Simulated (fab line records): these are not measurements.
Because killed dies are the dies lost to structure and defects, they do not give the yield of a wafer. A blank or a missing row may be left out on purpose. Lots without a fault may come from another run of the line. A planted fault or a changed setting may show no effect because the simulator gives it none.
Chamber matching    flow n5_finfet    pecvd-01 running N5_BEOL_M3_DEP_57: 3 sister chambers
The step deposits SiCN from 3MS/NH3, target thk 8 nm, time 14 s. 3 wafers are shown with their chamber, then 8 later ones without.

WAFERS PAIRED WITH THEIR CHAMBERS
wafer   chamber  throttle_valve_pct (%)
L086.5  0        9.8
L092.5  1        9.2
L089.1  2        8.4

WAFERS WHOSE CHAMBER IS MISSING
wafer   throttle_valve_pct (%)
L089.2  8.7
L089.3  8.9
L093.1  8.9
L093.4  8.9
L093.5  8.6
L095.4  9.0
L095.5  8.8
L095.6  8.5

CHAMBER TAKEN BY EACH
wafer   from the rows above      in truth
L089.2  can't be placed: 2 or 1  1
L089.3  can't be placed: 1 or 2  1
L093.1  can't be placed: 1 or 2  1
L093.4  can't be placed: 1 or 2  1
L093.5  can't be placed: 2 or 1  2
L095.4  can't be placed: 1 or 2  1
L095.5  can't be placed: 1 or 2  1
L095.6  2                        2
Correct placement for 1 of the 8. Not placeable from these rows: 7 (in 7, the candidates include the true chamber). 0 placed wrongly.
How it was worked out, from the rows above alone: a wafer's distance from a chamber is the root of the sum, over the readings, of the square of ((its reading less the chamber's mean) divided by the reading's scatter). If the next closest chamber is less than 2 further off than the closest, the wafer can't be placed; otherwise it belongs to the closest. For every chamber, the mean is computed from those of its wafers that are shown. The scatter (one wafer shown for each chamber): square how far every hidden wafer sits from the nearest shown wafer, average those squares and take the square root.
